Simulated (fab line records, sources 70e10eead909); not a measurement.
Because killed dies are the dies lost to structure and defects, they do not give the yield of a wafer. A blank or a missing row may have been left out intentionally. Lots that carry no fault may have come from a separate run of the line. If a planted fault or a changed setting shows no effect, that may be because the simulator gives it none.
Which tool is to blame?    flow nand-harc    72 wafers from 24 lots sampled at 6 of the route's 1159 steps

== WHAT THE GAUGES READ, wafer by wafer ==
NHARC_P_M1_CD_MEAS_09 targets a cd of 130 nm. Usual: cd-nm at 130.1 nm, with a standard deviation of 0.55.
lot   measured      on         cd-nm (nm)         flag
L074  day 6 02:46   cd-sem-03  130.2 131.1 130.4  
L075  day 6 15:51   cd-sem-02  129.3 128.8 129.8  
L076  day 6 16:17   cd-sem-03  129.6 130.6 129.9  
L077  day 6 17:56   cd-sem-03  130.9 130.1 130.8  
L079  day 7 08:36   cd-sem-01  129.6 129.8 130.4  
L078  day 7 09:29   cd-sem-01  130.3 130.4 130.6  
L080  day 7 09:40   cd-sem-02  130.0 129.6 130.3  
L081  day 7 16:47   cd-sem-02  129.5 130.5 129.3  
L083  day 8 03:08   cd-sem-03  129.8 130.1 128.7  
L082  day 8 05:52   cd-sem-02  130.5 130.3 130.9  
L085  day 8 16:59   cd-sem-02  130.9 130.5 130.5  
L084  day 8 17:10   cd-sem-03  130.0 130.0 130.2  
L086  day 9 05:46   cd-sem-01  130.4 129.9 130.4  
L088  day 9 06:07   cd-sem-03  130.5 131.4 130.3  
L087  day 9 06:56   cd-sem-01  130.7 129.7 130.0  
L089  day 9 22:21   cd-sem-03  130.1 129.6 130.5  
L090  day 9 22:53   cd-sem-02  129.5 130.2 129.9  
L092  day 10 08:07  cd-sem-02  130.0 129.4 130.2  
L091  day 10 08:53  cd-sem-03  129.7 129.9 129.7  
L093  day 10 12:40  cd-sem-02  129.6 130.5 130.1  
L094  day 11 00:44  cd-sem-01  130.4 130.5 131.1  
L095  day 11 05:12  cd-sem-01  130.2 130.6 129.4  
L097  day 11 10:05  cd-sem-02  130.5 130.5 129.3  
L096  day 11 11:12  cd-sem-03  129.2 130.2 129.2  

NHARC_P_BONDPAD_INSPECT_23. Usual: raw-defect-count at 424, with a standard deviation of 160.
lot   measured      on                 raw-defect-count  flag
L074  day 6 14:37   defect-inspect-01  529 685 530       
L075  day 7 03:46   defect-inspect-01  494 408 316       
L076  day 7 04:14   defect-inspect-01  498 586 735       
L077  day 7 05:19   defect-inspect-01  317 369 737       
L079  day 7 20:17   defect-inspect-01  399 500 469       
L078  day 7 21:19   defect-inspect-01  612 519 417       
L080  day 7 21:38   defect-inspect-01  258 412 438       
L081  day 8 04:13   defect-inspect-01  886 548 303       
L083  day 8 15:10   defect-inspect-01  457 440 573       
L082  day 8 17:37   defect-inspect-02  262 320 229       
L085  day 9 04:43   defect-inspect-01  549 304 472       
L084  day 9 05:04   defect-inspect-01  471 448 405       
L086  day 9 17:54   defect-inspect-01  514 882 525       
L088  day 9 18:04   defect-inspect-02  347 230 265       
L087  day 9 18:33   defect-inspect-01  534 607 483       
L089  day 10 10:20  defect-inspect-01  396 461 433       
L090  day 10 11:12  defect-inspect-02  325 186 386       
L092  day 10 21:04  defect-inspect-01  270 300 320       
L091  day 10 21:53  defect-inspect-02  394 298 492       
L093  day 11 00:39  defect-inspect-02  532 389 580       
L094  day 11 12:14  defect-inspect-01  342 232 250       
L095  day 11 17:27  defect-inspect-02  245 291 281       
L097  day 11 22:07  defect-inspect-02  308 501 377       
L096  day 11 22:41  defect-inspect-01  207 179 279       

== WHAT TOOL EACH LOT RAN ON (gives the tool, then ch and the chambers of the sampled wafers, and finally the start) ==
lot   NHARC_P_M1_ETCH_15                             NHARC_P_M1_DEGAS_29           NHARC_P_M1_PVD_20                        NHARC_P_M2_PRE_CLEAN_32
L074  rie-diel-04 ch 0,3, day 6 03:59 or earlier     pvd-sputter-01, day 6 03:59   pvd-sputter-01, day 6 09:49 or earlier   pecvd-03 ch 1,2, day 6 09:49
L075  rie-diel-04 ch 1,2,3, day 6 17:03 or earlier   pvd-sputter-02, day 6 17:03   pvd-sputter-02, day 6 23:14 or earlier   pecvd-04 ch 0,1,2, day 6 23:14
L076  rie-diel-01 ch 1,2, day 6 17:32 or earlier     pvd-sputter-03, day 6 17:32   pvd-sputter-03, day 6 23:28 or earlier   pecvd-03 ch 1,2, day 6 23:28
L077  rie-diel-06 ch 0,3, day 6 19:10 or earlier     pvd-sputter-01, day 6 19:10   pvd-sputter-01, day 7 00:50 or earlier   pecvd-02 ch 1,2, day 7 00:50
L079  rie-diel-04 ch 0,1, day 7 09:50 or earlier     pvd-sputter-03, day 7 09:50   pvd-sputter-03, day 7 15:45 or earlier   pecvd-04 ch 1,2, day 7 15:45
L078  rie-diel-01 ch 0,1,3, day 7 10:41 or earlier   pvd-sputter-01, day 7 10:41   pvd-sputter-01, day 7 16:53 or earlier   pecvd-03 ch 1,2, day 7 16:53
L080  rie-diel-04 ch 1,2,3, day 7 10:55 or earlier   pvd-sputter-02, day 7 10:55   pvd-sputter-02, day 7 17:11 or earlier   pecvd-04 ch 0,1,2, day 7 17:11
L081  rie-diel-06 ch 0,1,2, day 7 18:00 or earlier   pvd-sputter-01, day 7 18:00   pvd-sputter-03, day 7 18:08              pecvd-02 ch 0,2, day 7 23:49
L083  rie-diel-06 ch 0,3, day 8 04:22 or earlier     pvd-sputter-01, day 8 04:22   pvd-sputter-01, day 8 10:03 or earlier   pecvd-04 ch 0,2, day 8 10:03
L082  rie-diel-01 ch 1,2, day 8 07:08 or earlier     pvd-sputter-01, day 8 07:08   pvd-sputter-01, day 8 12:59 or earlier   pecvd-03 ch 0,1,2, day 8 12:59
L085  rie-diel-01 ch 0,1, day 8 18:13 or earlier     pvd-sputter-03, day 8 18:13   pvd-sputter-03, day 9 00:10 or earlier   pecvd-02 ch 1,2, day 9 00:10
L084  rie-diel-04 ch 0,1,2, day 8 18:25 or earlier   pvd-sputter-01, day 8 18:25   pvd-sputter-01, day 9 00:22 or earlier   pecvd-04 ch 1,2, day 9 00:22
L086  rie-diel-04 ch 0,1, day 9 07:05 or earlier     pvd-sputter-03, day 9 07:05   pvd-sputter-03, day 9 13:09 or earlier   pecvd-03 ch 0,1, day 9 13:09
L088  rie-diel-06 ch 1,3, day 9 07:26 or earlier     pvd-sputter-02, day 9 07:26   pvd-sputter-02, day 9 13:34 or earlier   pecvd-03 ch 0,2, day 9 13:34
L087  rie-diel-01 ch 1,2,3, day 9 08:13 or earlier   pvd-sputter-01, day 9 08:13   pvd-sputter-01, day 9 14:11 or earlier   pecvd-02 ch 0,1,2, day 9 14:11
L089  rie-diel-04 ch 0,1,2, day 9 23:33 or earlier   pvd-sputter-03, day 9 23:33   pvd-sputter-03, day 10 05:25 or earlier  pecvd-04 ch 0,2, day 10 05:25
L090  rie-diel-06 ch 1,3, day 10 00:11 or earlier    pvd-sputter-03, day 10 00:11  pvd-sputter-03, day 10 06:17 or earlier  pecvd-02 ch 1,2, day 10 06:17
L092  rie-diel-01 ch 2,3, day 10 09:51 or earlier    pvd-sputter-02, day 10 09:51  pvd-sputter-02, day 10 15:58 or earlier  pecvd-02 ch 0,1,2, day 10 15:58
L091  rie-diel-01 ch 1,2, day 10 10:08 or earlier    pvd-sputter-03, day 10 10:08  pvd-sputter-03, day 10 16:17 or earlier  pecvd-04 ch 0,1,2, day 10 16:17
L093  rie-diel-06 ch 0,1,3, day 10 13:59 or earlier  pvd-sputter-01, day 10 13:59  pvd-sputter-01, day 10 20:04 or earlier  pecvd-04 ch 0,1, day 10 20:04
L094  rie-diel-06 ch 2,3, day 11 01:56 or earlier    pvd-sputter-02, day 11 01:56  pvd-sputter-02, day 11 07:43 or earlier  pecvd-02 ch 1,2, day 11 07:43
L095  rie-diel-01 ch 0,2, day 11 06:27 or earlier    pvd-sputter-02, day 11 06:27  pvd-sputter-02, day 11 12:28 or earlier  pecvd-02 ch 0,2, day 11 12:28
L097  rie-diel-06 ch 1,2, day 11 11:17 or earlier    pvd-sputter-01, day 11 11:17  pvd-sputter-01, day 11 17:25 or earlier  pecvd-04 ch 0,1, day 11 17:25
L096  rie-diel-06 ch 0,1,2, day 11 12:24 or earlier  pvd-sputter-03, day 11 12:24  pvd-sputter-03, day 11 18:13 or earlier  pecvd-04 ch 0,1,2, day 11 18:13
- NHARC_P_M1_ETCH_15: etches the open film in C4F8/Ar, target depth 182.5 nm, time 91.2 s.
- NHARC_P_M1_DEGAS_29: time 60 s.
- NHARC_P_M1_PVD_20: deposits TaN, target thk 5 nm, time 8.06 s.
- NHARC_P_M2_PRE_CLEAN_32: time 12 s.

== AS READ BY THE TOOLS THEMSELVES (means over the sampled wafers that have a number; for cases with no such wafer, the mark the record gives instead) ==
NHARC_P_M1_ETCH_15. Usual: oes-product-au 0.956 a.u., standard deviation 0.02; rf-vpp-V 441.1 V, standard deviation 3.
lot   tool         oes-product-au (a.u.)  rf-vpp-V (V)  flag
L074  rie-diel-04  0.966                  439.2         
L075  rie-diel-04  0.968                  438.5         
L076  rie-diel-01  0.932                  441.9         
L077  rie-diel-06  0.972                  443.9         
L079  rie-diel-04  0.956                  441.8         
L078  rie-diel-01  0.975                  440.1         
L080  rie-diel-04  0.971                  437.5         
L081  rie-diel-06  0.967                  441.9         
L083  rie-diel-06  0.913                  444.1         
L082  rie-diel-01  0.947                  441.6         
L085  rie-diel-01  0.964                  441.9         
L084  rie-diel-04  0.948                  440.1         
L086  rie-diel-04  0.948                  440.7         
L088  rie-diel-06  0.928                  442.0         
L087  rie-diel-01  0.959                  440.9         
L089  rie-diel-04  0.965                  440.2         
L090  rie-diel-06  0.929                  439.7         
L092  rie-diel-01  0.961                  442.2         
L091  rie-diel-01  0.967                  441.6         
L093  rie-diel-06  0.926                  442.5         
L094  rie-diel-06  0.964                  441.8         
L095  rie-diel-01  0.924                  443.5         
L097  rie-diel-06  0.967                  439.1         
L096  rie-diel-06  0.968                  441.5         

NHARC_P_M1_DEGAS_29. Usual: heater-power-w at 334 W, with a standard deviation of 37.
lot   tool            heater-power-w (W)  flag
L074  pvd-sputter-01  324                 
L075  pvd-sputter-02  355                 
L076  pvd-sputter-03  305                 
L077  pvd-sputter-01  367                 
L079  pvd-sputter-03  340                 
L078  pvd-sputter-01  323                 
L080  pvd-sputter-02  324                 
L081  pvd-sputter-01  325                 
L083  pvd-sputter-01  333                 
L082  pvd-sputter-01  358                 
L085  pvd-sputter-03  338                 
L084  pvd-sputter-01  335                 
L086  pvd-sputter-03  340                 
L088  pvd-sputter-02  303                 
L087  pvd-sputter-01  340                 
L089  pvd-sputter-03  294                 
L090  pvd-sputter-03  335                 
L092  pvd-sputter-02  335                 
L091  pvd-sputter-03  300                 
L093  pvd-sputter-01  323                 
L094  pvd-sputter-02  338                 
L095  pvd-sputter-02  359                 
L097  pvd-sputter-01  322                 
L096  pvd-sputter-03  302                 

NHARC_P_M1_PVD_20. Usual: throttle-valve-pct at 30.4 %, with a standard deviation of 1.3.
lot   tool            throttle-valve-pct (%)  flag
L074  pvd-sputter-01  30.2                    
L075  pvd-sputter-02  29.2                    
L076  pvd-sputter-03  32.2                    
L077  pvd-sputter-01  29.1                    
L079  pvd-sputter-03  31.4                    
L078  pvd-sputter-01  29.7                    
L080  pvd-sputter-02  30.2                    
L081  pvd-sputter-03  31.9                    
L083  pvd-sputter-01  30.8                    
L082  pvd-sputter-01  30.2                    
L085  pvd-sputter-03  30.5                    
L084  pvd-sputter-01  28.6                    
L086  pvd-sputter-03  31.2                    
L088  pvd-sputter-02  29.1                    
L087  pvd-sputter-01  31.0                    
L089  pvd-sputter-03  30.9                    
L090  pvd-sputter-03  31.6                    
L092  pvd-sputter-02  30.5                    
L091  pvd-sputter-03  31.3                    
L093  pvd-sputter-01  29.0                    
L094  pvd-sputter-02  30.3                    
L095  pvd-sputter-02  28.9                    
L097  pvd-sputter-01  30.1                    
L096  pvd-sputter-03  31.9                    

NHARC_P_M2_PRE_CLEAN_32. Usual: heater-power-w at 664 W, with a standard deviation of 62.
lot   tool      heater-power-w (W)  flag
L074  pecvd-03  610                 
L075  pecvd-04  690                 
L076  pecvd-03  616                 
L077  pecvd-02  646                 
L079  pecvd-04  714                 
L078  pecvd-03  555                 
L080  pecvd-04  678                 
L081  pecvd-02  682                 
L083  pecvd-04  725                 
L082  pecvd-03  590                 
L085  pecvd-02  640                 
L084  pecvd-04  734                 
L086  pecvd-03  665                 
L088  pecvd-03  648                 
L087  pecvd-02  698                 
L089  pecvd-04  667                 
L090  pecvd-02  649                 
L092  pecvd-02  670                 
L091  pecvd-04  708                 
L093  pecvd-04  620                 
L094  pecvd-02  633                 
L095  pecvd-02  676                 
L097  pecvd-04  688                 
L096  pecvd-04  673                 

== THE ANSWER, worked out from the rows above alone ==
Rule: lot off if the mean of its wafers having a number is beyond 3 standard deviations from the usual mean. Also off: a lot with no number at a reading for which 4 or more lots have one. The other lots that the step has rows for count as sound. The gauges are gone through in route order, then the tools' own readings, and for those a lot's mean is taken as printed above. At the first step where some lot is off, the reading lying furthest off is the one used; lots without a number count as furthest.
Nothing can be told from this: no lot is off at any reading shown.

== WHAT THE SIMULATOR HAD PUT IN ==
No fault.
